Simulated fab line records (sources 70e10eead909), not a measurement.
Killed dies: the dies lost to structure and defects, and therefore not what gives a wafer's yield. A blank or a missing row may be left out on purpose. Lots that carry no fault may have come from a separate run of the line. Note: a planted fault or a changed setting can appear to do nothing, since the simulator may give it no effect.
Which tool was responsible? / flow nand_harc / 12 lots with 36 wafers sampled at 6 steps, on a route of 1302 steps

## WHAT EACH GAUGE READ, for each wafer
NHARC_A_CHANNEL_HOLE_D1_CD_MEAS_30. Usual: cd_nm at 90.6 nm, with a standard deviation of 1.6.
lot=L403; measured=day 9 09:14; on=cd_sem-02; cd_nm (nm)=92.0 92.1 92.3; flag=
lot=L404; measured=day 9 18:41; on=cd_sem-02; cd_nm (nm)=92.5 88.0 93.0; flag=
lot=L406; measured=day 10 08:56; on=cd_sem-03; cd_nm (nm)=94.4 88.3 92.0; flag=
lot=L413; measured=day 13 04:03; on=cd_sem-02; cd_nm (nm)=90.6 90.6 91.0; flag=
lot=L414; measured=day 13 18:40; on=cd_sem-02; cd_nm (nm)=91.4 90.6 90.0; flag=
lot=L416; measured=day 14 19:56; on=cd_sem-02; cd_nm (nm)=91.5 91.2 91.5; flag=
lot=L418; measured=day 15 12:41; on=cd_sem-03; cd_nm (nm)=87.6 91.4 89.8; flag=
lot=L419; measured=day 16 02:29; on=cd_sem-03; cd_nm (nm)=89.9 92.4 89.1; flag=
lot=L421; measured=day 17 01:52; on=cd_sem-03; cd_nm (nm)=91.2 90.6 90.4; flag=
lot=L423; measured=day 17 18:28; on=cd_sem-02; cd_nm (nm)=91.2 92.4 90.8; flag=
lot=L424; measured=day 17 22:38; on=cd_sem-03; cd_nm (nm)=90.8 90.0 90.3; flag=
lot=L425; measured=day 18 07:40; on=cd_sem-03; cd_nm (nm)=93.2 91.9 91.4; flag=

NHARC_A_DECK1_JOINT_THK_MEAS_14: measures by ellipsometry. Usual: thk_nm at 50.5 nm, with a standard deviation of 1.7.
lot=L403; measured=day 11 22:17; on=film_metro-02; thk_nm (nm)=50.1 52.1 48.0; flag=
lot=L404; measured=day 12 07:22; on=film_metro-01; thk_nm (nm)=52.6 49.9 50.1; flag=
lot=L406; measured=day 12 20:57; on=film_metro-01; thk_nm (nm)=50.6 47.9 47.5; flag=
lot=L413; measured=day 15 16:09; on=film_metro-02; thk_nm (nm)=89.9 88.8 89.8; flag=OFF
lot=L414; measured=day 16 05:50; on=film_metro-02; thk_nm (nm)=88.6 88.6 90.3; flag=OFF
lot=L416; measured=day 17 06:00; on=film_metro-01; thk_nm (nm)=89.6 87.2 88.1; flag=OFF
lot=L418; measured=day 18 00:35; on=film_metro-02; thk_nm (nm)=50.0 51.9 51.5; flag=
lot=L419; measured=day 18 17:59; on=film_metro-01; thk_nm (nm)=49.9 50.2 51.4; flag=
lot=L421; measured=day 19 17:20; on=film_metro-01; thk_nm (nm)=50.9 47.6 49.0; flag=
lot=L423; measured=day 20 06:16; on=film_metro-01; thk_nm (nm)=50.6 51.8 50.2; flag=
lot=L424; measured=day 20 11:25; on=film_metro-02; thk_nm (nm)=52.0 50.6 50.5; flag=
lot=L425; measured=day 20 19:38; on=film_metro-02; thk_nm (nm)=51.2 51.0 48.9; flag=

NHARC_END_SORT_01. Usual: killed_at_array 56, standard deviation 20; killed_at_other 0.9, standard deviation 1.1; killed_at_periphery 3.7, standard deviation 3; killed_dies 61, standard deviation 21; killed_open 2.9, standard deviation 1.6; killed_short 2.6, standard deviation 1.4.
lot=L413; measured=day 28 21:36; on=prober-01; killed_at_array=665 662 668; killed_at_other=1 2 1; killed_at_periphery=11 13 8; killed_dies=677 677 677; killed_open=3 3 3; killed_short=2 5 2; flag=OFF
lot=L414; measured=day 29 06:41; on=prober-02; killed_at_array=674 674 674; killed_at_other=1 1 1; killed_at_periphery=2 2 2; killed_dies=677 677 677; killed_open=2 3 4; killed_short=1 2 3; flag=OFF
lot=L416; measured=day 29 22:22; on=prober-01; killed_at_array=667 668 671; killed_at_other=0 1 0; killed_at_periphery=10 8 6; killed_dies=677 677 677; killed_open=7 2 0; killed_short=4 3 2; flag=OFF

## WHAT TOOL EACH LOT RAN ON (gives the tool, then ch and the chambers of the sampled wafers, and finally the start)
lot=L403; NHARC_A_CHANNEL_HOLE_D1_ETCH_33=har_etch-01 ch 0,1, day 9 07:43; NHARC_A_CHANNEL_FILL_D1_ALD_02=ald_hk-02 ch 0,2,3, day 9 09:36; NHARC_A_DECK1_JOINT_CMP_13=cmp-04 ch 0,2,3, day 11 22:01
lot=L404; NHARC_A_CHANNEL_HOLE_D1_ETCH_33=har_etch-02 ch 0,1, day 9 16:44; NHARC_A_CHANNEL_FILL_D1_ALD_02=ald_hk-03 ch 0,2,3, day 9 19:05; NHARC_A_DECK1_JOINT_CMP_13=cmp-03 ch 0,1,2, day 12 07:07
lot=L406; NHARC_A_CHANNEL_HOLE_D1_ETCH_33=har_etch-01 ch 0,1, day 10 07:24; NHARC_A_CHANNEL_FILL_D1_ALD_02=ald_hk-03 ch 0,1,3, day 10 09:23; NHARC_A_DECK1_JOINT_CMP_13=cmp-04 ch 0,2,3, day 12 20:43
lot=L413; NHARC_A_CHANNEL_HOLE_D1_ETCH_33=har_etch-02 ch 0,1, day 13 02:30; NHARC_A_CHANNEL_FILL_D1_ALD_02=ald_hk-03 ch 0,1,3, day 13 04:30; NHARC_A_DECK1_JOINT_CMP_13=cmp-03 ch 0,1,3, day 15 15:57
lot=L414; NHARC_A_CHANNEL_HOLE_D1_ETCH_33=har_etch-02 ch 0,1, day 13 17:08; NHARC_A_CHANNEL_FILL_D1_ALD_02=ald_hk-02 ch 0,1,3, day 13 19:22; NHARC_A_DECK1_JOINT_CMP_13=cmp-04 ch 1,2, day 16 05:34
lot=L416; NHARC_A_CHANNEL_HOLE_D1_ETCH_33=har_etch-02 ch 0,1, day 14 18:09; NHARC_A_CHANNEL_FILL_D1_ALD_02=ald_hk-04 ch 0,2,3, day 14 20:20; NHARC_A_DECK1_JOINT_CMP_13=cmp-04 ch 0,1,3, day 17 05:44
lot=L418; NHARC_A_CHANNEL_HOLE_D1_ETCH_33=har_etch-01 ch 0,1, day 15 10:56; NHARC_A_CHANNEL_FILL_D1_ALD_02=ald_hk-04 ch 0,3, day 15 13:04; NHARC_A_DECK1_JOINT_CMP_13=cmp-03 ch 1,3, day 18 00:22
lot=L419; NHARC_A_CHANNEL_HOLE_D1_ETCH_33=har_etch-02 ch 0,1, day 16 00:56; NHARC_A_CHANNEL_FILL_D1_ALD_02=ald_hk-03 ch 2,3, day 16 02:57; NHARC_A_DECK1_JOINT_CMP_13=cmp-01 ch 0,1,2, day 18 17:49
lot=L421; NHARC_A_CHANNEL_HOLE_D1_ETCH_33=har_etch-01 ch 0,1, day 17 00:23; NHARC_A_CHANNEL_FILL_D1_ALD_02=ald_hk-03 ch 1,2,3, day 17 02:59; NHARC_A_DECK1_JOINT_CMP_13=cmp-04 ch 0,3, day 19 17:06
lot=L423; NHARC_A_CHANNEL_HOLE_D1_ETCH_33=har_etch-02 ch 0,1, day 17 16:55; NHARC_A_CHANNEL_FILL_D1_ALD_02=ald_hk-02 ch 0,2,3, day 17 18:59; NHARC_A_DECK1_JOINT_CMP_13=cmp-01 ch 0,2,3, day 20 06:01
lot=L424; NHARC_A_CHANNEL_HOLE_D1_ETCH_33=har_etch-02 ch 0,1, day 17 21:08; NHARC_A_CHANNEL_FILL_D1_ALD_02=ald_hk-04 ch 1,2,3, day 17 23:09; NHARC_A_DECK1_JOINT_CMP_13=cmp-03 ch 0,1, day 20 11:10
lot=L425; NHARC_A_CHANNEL_HOLE_D1_ETCH_33=har_etch-01 ch 0,1, day 18 06:07; NHARC_A_CHANNEL_FILL_D1_ALD_02=ald_hk-04 ch 0,2,3, day 18 08:02; NHARC_A_DECK1_JOINT_CMP_13=cmp-01 ch 0,1,3, day 20 19:23
- NHARC_A_CHANNEL_HOLE_D1_ETCH_33: etches the open film in C4F8/O2/Ar, time 90 s, target depth 400 nm.
- NHARC_A_CHANNEL_FILL_D1_ALD_02: deposits SiO2, target thk 6 nm, pulse time 10 s, ald cycles 60.
- NHARC_A_DECK1_JOINT_CMP_13: polishes, target thk 51.023 nm.

## AS READ BY THE TOOLS THEMSELVES (means over the sampled wafers that have a number; for cases with no such wafer, the mark the record gives instead)
NHARC_A_CHANNEL_HOLE_D1_ETCH_33. Usual: drypump_motor_current_A 5.62 A, standard deviation 0.29; he_backside_leak_sccm 6.2 sccm, standard deviation 1.1; rf_fwd_power_W 1988 W, standard deviation 7.7; showerhead_plenum_p_Torr 3.61 Torr, standard deviation 0.16; throttle_valve_pct 27.618 %, standard deviation 0.01.
lot=L403; tool=har_etch-01; drypump_motor_current_A (A)=5.53; he_backside_leak_sccm (sccm)=5.2; rf_fwd_power_W (W)=1987; showerhead_plenum_p_Torr (Torr)=3.69; throttle_valve_pct (%)=27.624; flag=
lot=L404; tool=har_etch-02; drypump_motor_current_A (A)=5.86; he_backside_leak_sccm (sccm)=7.0; rf_fwd_power_W (W)=1990; showerhead_plenum_p_Torr (Torr)=3.52; throttle_valve_pct (%)=27.615; flag=
lot=L406; tool=har_etch-01; drypump_motor_current_A (A)=5.34; he_backside_leak_sccm (sccm)=5.3; rf_fwd_power_W (W)=1989; showerhead_plenum_p_Torr (Torr)=3.59; throttle_valve_pct (%)=27.629; flag=
lot=L413; tool=har_etch-02; drypump_motor_current_A (A)=5.84; he_backside_leak_sccm (sccm)=7.5; rf_fwd_power_W (W)=1986; showerhead_plenum_p_Torr (Torr)=3.53; throttle_valve_pct (%)=27.614; flag=
lot=L414; tool=har_etch-02; drypump_motor_current_A (A)=5.86; he_backside_leak_sccm (sccm)=7.5; rf_fwd_power_W (W)=1990; showerhead_plenum_p_Torr (Torr)=3.52; throttle_valve_pct (%)=27.623; flag=
lot=L416; tool=har_etch-02; drypump_motor_current_A (A)=5.85; he_backside_leak_sccm (sccm)=7.5; rf_fwd_power_W (W)=1989; showerhead_plenum_p_Torr (Torr)=3.49; throttle_valve_pct (%)=27.618; flag=
lot=L418; tool=har_etch-01; drypump_motor_current_A (A)=5.53; he_backside_leak_sccm (sccm)=5.7; rf_fwd_power_W (W)=1986; showerhead_plenum_p_Torr (Torr)=3.64; throttle_valve_pct (%)=27.620; flag=
lot=L419; tool=har_etch-02; drypump_motor_current_A (A)=5.86; he_backside_leak_sccm (sccm)=7.9; rf_fwd_power_W (W)=2002; showerhead_plenum_p_Torr (Torr)=3.51; throttle_valve_pct (%)=27.628; flag=
lot=L421; tool=har_etch-01; drypump_motor_current_A (A)=5.37; he_backside_leak_sccm (sccm)=5.7; rf_fwd_power_W (W)=1985; showerhead_plenum_p_Torr (Torr)=3.54; throttle_valve_pct (%)=27.623; flag=
lot=L423; tool=har_etch-02; drypump_motor_current_A (A)=5.85; he_backside_leak_sccm (sccm)=4.6; rf_fwd_power_W (W)=1986; showerhead_plenum_p_Torr (Torr)=3.98; throttle_valve_pct (%)=27.598; flag=
lot=L424; tool=har_etch-02; drypump_motor_current_A (A)=5.85; he_backside_leak_sccm (sccm)=4.8; rf_fwd_power_W (W)=1986; showerhead_plenum_p_Torr (Torr)=3.98; throttle_valve_pct (%)=27.615; flag=
lot=L425; tool=har_etch-01; drypump_motor_current_A (A)=5.36; he_backside_leak_sccm (sccm)=5.8; rf_fwd_power_W (W)=1991; showerhead_plenum_p_Torr (Torr)=3.53; throttle_valve_pct (%)=27.617; flag=

NHARC_A_CHANNEL_FILL_D1_ALD_02. Usual: heater_power_w 471 W, standard deviation 40; precursor_pulse_height_rel 1.000, standard deviation 0.02.
lot=L403; tool=ald_hk-02; heater_power_w (W)=443; precursor_pulse_height_rel=0.993; flag=
lot=L404; tool=ald_hk-03; heater_power_w (W)=496; precursor_pulse_height_rel=0.997; flag=
lot=L406; tool=ald_hk-03; heater_power_w (W)=484; precursor_pulse_height_rel=1.009; flag=
lot=L413; tool=ald_hk-03; heater_power_w (W)=485; precursor_pulse_height_rel=1.002; flag=
lot=L414; tool=ald_hk-02; heater_power_w (W)=434; precursor_pulse_height_rel=0.997; flag=
lot=L416; tool=ald_hk-04; heater_power_w (W)=485; precursor_pulse_height_rel=0.999; flag=
lot=L418; tool=ald_hk-04; heater_power_w (W)=441; precursor_pulse_height_rel=0.986; flag=
lot=L419; tool=ald_hk-03; heater_power_w (W)=497; precursor_pulse_height_rel=1.009; flag=
lot=L421; tool=ald_hk-03; heater_power_w (W)=498; precursor_pulse_height_rel=0.997; flag=
lot=L423; tool=ald_hk-02; heater_power_w (W)=436; precursor_pulse_height_rel=1.016; flag=
lot=L424; tool=ald_hk-04; heater_power_w (W)=499; precursor_pulse_height_rel=0.970; flag=
lot=L425; tool=ald_hk-04; heater_power_w (W)=479; precursor_pulse_height_rel=1.002; flag=

NHARC_A_DECK1_JOINT_CMP_13. Usual: edge_zone_pressure_frac 1.000, standard deviation 0.005; motor_current_A 12.5 A, standard deviation 1.3; time_to_endpoint_s 8 s, standard deviation 3.1.
lot=L403; tool=cmp-04; edge_zone_pressure_frac=1.000; motor_current_A (A)=11.7; time_to_endpoint_s (s)=5; flag=
lot=L404; tool=cmp-03; edge_zone_pressure_frac=0.996; motor_current_A (A)=12.5; time_to_endpoint_s (s)=6; flag=
lot=L406; tool=cmp-04; edge_zone_pressure_frac=0.999; motor_current_A (A)=11.7; time_to_endpoint_s (s)=6; flag=
lot=L413; tool=cmp-03; edge_zone_pressure_frac=-; motor_current_A (A)=-; time_to_endpoint_s (s)=-; flag=OFF
lot=L414; tool=cmp-04; edge_zone_pressure_frac=-; motor_current_A (A)=-; time_to_endpoint_s (s)=-; flag=OFF
lot=L416; tool=cmp-04; edge_zone_pressure_frac=-; motor_current_A (A)=-; time_to_endpoint_s (s)=-; flag=OFF
lot=L418; tool=cmp-03; edge_zone_pressure_frac=1.000; motor_current_A (A)=12.4; time_to_endpoint_s (s)=10; flag=
lot=L419; tool=cmp-01; edge_zone_pressure_frac=0.998; motor_current_A (A)=11.8; time_to_endpoint_s (s)=10; flag=
lot=L421; tool=cmp-04; edge_zone_pressure_frac=0.997; motor_current_A (A)=11.4; time_to_endpoint_s (s)=3; flag=
lot=L423; tool=cmp-01; edge_zone_pressure_frac=0.996; motor_current_A (A)=12.2; time_to_endpoint_s (s)=8; flag=
lot=L424; tool=cmp-03; edge_zone_pressure_frac=1.003; motor_current_A (A)=12.4; time_to_endpoint_s (s)=9; flag=
lot=L425; tool=cmp-01; edge_zone_pressure_frac=1.005; motor_current_A (A)=12.0; time_to_endpoint_s (s)=11; flag=

## THE ANSWER, worked out from the rows above alone
Rule: a lot is off if the mean of its wafers that have a number lies more than 3 standard deviations from the usual mean. Also off: a lot with no number at a reading for which 4 or more lots have one. All remaining lots with rows at the step are treated as sound. After the gauges, taken in route order, come the tools' own readings; for these a lot's mean is taken, as printed above. At the first step where some lot is off, the reading lying furthest off is the one used; lots without a number count as furthest.
Off, at NHARC_A_DECK1_JOINT_THK_MEAS_14 on thk_nm: L413, L414, L416.
If a tool, at a process step before that reading, ran all the lots that are off and no sound lot after the first of them, it fits. Not tried: the gauges at NHARC_A_DECK1_JOINT_THK_MEAS_14; whatever is off there is also off at NHARC_END_SORT_01, on other tools, and gauge error can't account for it. No candidate that was tried fits.

## WHAT WAS PUT IN BY THE SIMULATOR
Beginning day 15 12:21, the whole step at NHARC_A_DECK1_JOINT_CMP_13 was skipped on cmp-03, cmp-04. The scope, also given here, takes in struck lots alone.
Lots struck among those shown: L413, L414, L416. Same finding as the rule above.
